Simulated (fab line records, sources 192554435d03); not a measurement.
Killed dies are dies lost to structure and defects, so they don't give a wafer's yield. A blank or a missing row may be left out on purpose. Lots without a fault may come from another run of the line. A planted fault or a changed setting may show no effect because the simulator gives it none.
Split-lot experiment | flow n5_finfet | 7 lots, 39 wafers read, on a route of 1938 steps

THE SPLIT
At N5_SD_EPI_N_EXPOSE_06 (exposes mask SD N BLK, target cd 120 nm), the setting dose_mj was moved away from the recipe's 39.75 on 9 of the 39 wafers read, by -4.0% to +5.8%. The other wafers ran this setting at the recipe's value.

FROM THE SPLIT TO THE READING: what the file shows between them, 2 steps
- N5_SD_EPI_N_PEB_07: peb time 60 s
- N5_SD_EPI_N_DEVELOP_08: develop time 30 s

THE READING
cd_nm, in nm, at N5_SD_EPI_N_CD_MEAS_09 (target cd 120 nm). Fault-free wafers of this fab line usually give 120.2 nm, standard deviation 0.73 nm.

wafer  | tool, chamber at the split | dose_mj as run | against the recipe | cd_nm, nm | against lot-mates on the recipe
L074.1 | arfi_scanner-01, 0         | 39.75          | recipe             | 120.6     | -
L074.5 | arfi_scanner-01, 0         | 39.75          | recipe             | 119.5     | -
L074.6 | arfi_scanner-01, 0         | 39.75          | recipe             | 120.6     | -
L077.1 | arfi_scanner-01, 0         | 42.06          | +5.8%              | 123.3     | +3.0
L077.2 | arfi_scanner-01, 0         | 39.75          | recipe             | 120.2     | -
L077.3 | arfi_scanner-01, 0         | 42.06          | +5.8%              | 124.1     | +3.8
L077.4 | arfi_scanner-01, 0         | 39.75          | recipe             | 120.4     | -
L077.5 | arfi_scanner-01, 0         | 42.06          | +5.8%              | 124.2     | +3.9
L077.6 | arfi_scanner-01, 0         | 39.75          | recipe             | 120.4     | -
L078.1 | arfi_scanner-03, 0         | 39.75          | recipe             | 119.9     | -
L078.2 | arfi_scanner-03, 0         | 39.75          | recipe             | 120.0     | -
L078.3 | arfi_scanner-03, 0         | 39.75          | recipe             | 119.7     | -
L078.4 | arfi_scanner-03, 0         | 39.75          | recipe             | 119.4     | -
L078.5 | arfi_scanner-03, 0         | 39.75          | recipe             | 120.4     | -
L078.6 | arfi_scanner-03, 0         | 39.75          | recipe             | 120.1     | -
L082.1 | arfi_scanner-01, 0         | 39.75          | recipe             | 120.5     | -
L082.2 | arfi_scanner-01, 0         | 39.75          | recipe             | 121.7     | -
L082.3 | arfi_scanner-01, 0         | 39.75          | recipe             | 121.2     | -
L082.4 | arfi_scanner-01, 0         | 39.75          | recipe             | 120.1     | -
L082.5 | arfi_scanner-01, 0         | 39.75          | recipe             | 121.5     | -
L082.6 | arfi_scanner-01, 0         | 39.75          | recipe             | 121.0     | -
L084.1 | arfi_scanner-02, 0         | 38.25          | -3.8%              | 118.2     | -1.4
L084.2 | arfi_scanner-02, 0         | 39.75          | recipe             | 119.8     | -
L084.3 | arfi_scanner-02, 0         | 38.25          | -3.8%              | 117.6     | -2.0
L084.4 | arfi_scanner-02, 0         | 39.75          | recipe             | 119.3     | -
L084.5 | arfi_scanner-02, 0         | 38.25          | -3.8%              | 117.2     | -2.4
L084.6 | arfi_scanner-02, 0         | 39.75          | recipe             | 119.8     | -
L088.1 | arfi_scanner-01, 0         | 39.75          | recipe             | 120.2     | -
L088.2 | arfi_scanner-01, 0         | 39.75          | recipe             | 120.9     | -
L088.3 | arfi_scanner-01, 0         | 39.75          | recipe             | 120.6     | -
L088.4 | arfi_scanner-01, 0         | 39.75          | recipe             | 120.9     | -
L088.5 | arfi_scanner-01, 0         | 39.75          | recipe             | 119.6     | -
L088.6 | arfi_scanner-01, 0         | 39.75          | recipe             | 120.0     | -
L093.1 | arfi_scanner-02, 0         | 39.75          | recipe             | 119.1     | -
L093.2 | arfi_scanner-02, 0         | 38.17          | -4.0%              | 117.3     | -2.2
L093.3 | arfi_scanner-02, 0         | 39.75          | recipe             | 119.5     | -
L093.4 | arfi_scanner-02, 0         | 38.17          | -4.0%              | 117.1     | -2.4
L093.5 | arfi_scanner-02, 0         | 39.75          | recipe             | 119.8     | -
L093.6 | arfi_scanner-02, 0         | 38.17          | -4.0%              | 116.4     | -3.1

THE FIT
A straight line over all 39 wafers: cd_nm changes by +0.686 nm for each +1% of dose_mj; r = +0.93; the points scatter about the line by 0.63 nm.
The same after taking each lot's own level away (the mean of its wafers on the recipe; 39 wafers): +0.596 nm for each +1%; r = +0.95; scatter 0.43 nm.
On that fit, the largest move of dose_mj shifts the reading by 3.5 nm.
The lots' own levels span 119.47 to 121.00 nm, that is 2.1 times the standard deviation above.
So the lot-to-lot level changes the slope: the two fits differ.
Check: with one of the wafers moved furthest among these (+5.8%) left out of the fit, the line predicts +3.62 nm for it against its lot-mates. It came out at +2.97 nm against them.

OTHER SPLITS ON THESE WAFERS
These wafers also went through other splits before the reading. Each is held against what the fit with the lots' levels taken away leaves over:
other split on the same wafers    | wafers away from the commonest value | r with cd_nm (lot level and that fit taken away)
N5_WELL_APT_IMPLANT_14 energy_kev | 18                                   | +0.05
N5_DUMMY_GATE_EXPOSE_12 dose_mj   | 15                                   | +0.16

THE WHOLE CHAIN: every reading that the file lists as answering this split, in the file's order
step                   | what it does                                           | reading                                                         | change (the file's fit)               | r (the file's)
N5_SD_EPI_N_CD_MEAS_09 | target cd 120 nm                                       | cd_nm                                                           | +0.593 nm for each +1% of the setting | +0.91
N5_SD_EPI_N_DESCUM_14  | chemistry O2, time 7.9 s                               | SD_EPI_N.cd_nm (the simulator's own value, which no gauge read) | +0.594 nm for each +1% of the setting | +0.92
N5_SD_EPI_N_ETCH_34    | etches SiARC in CF4, target depth 45.5 nm, time 75.8 s | SD_EPI_N.cd_nm (the simulator's own value, which no gauge read) | +0.563 nm for each +1% of the setting | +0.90

THE FILE'S OWN FIT
cd_nm changes by +0.593 nm for each +1% of dose_mj, r = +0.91.
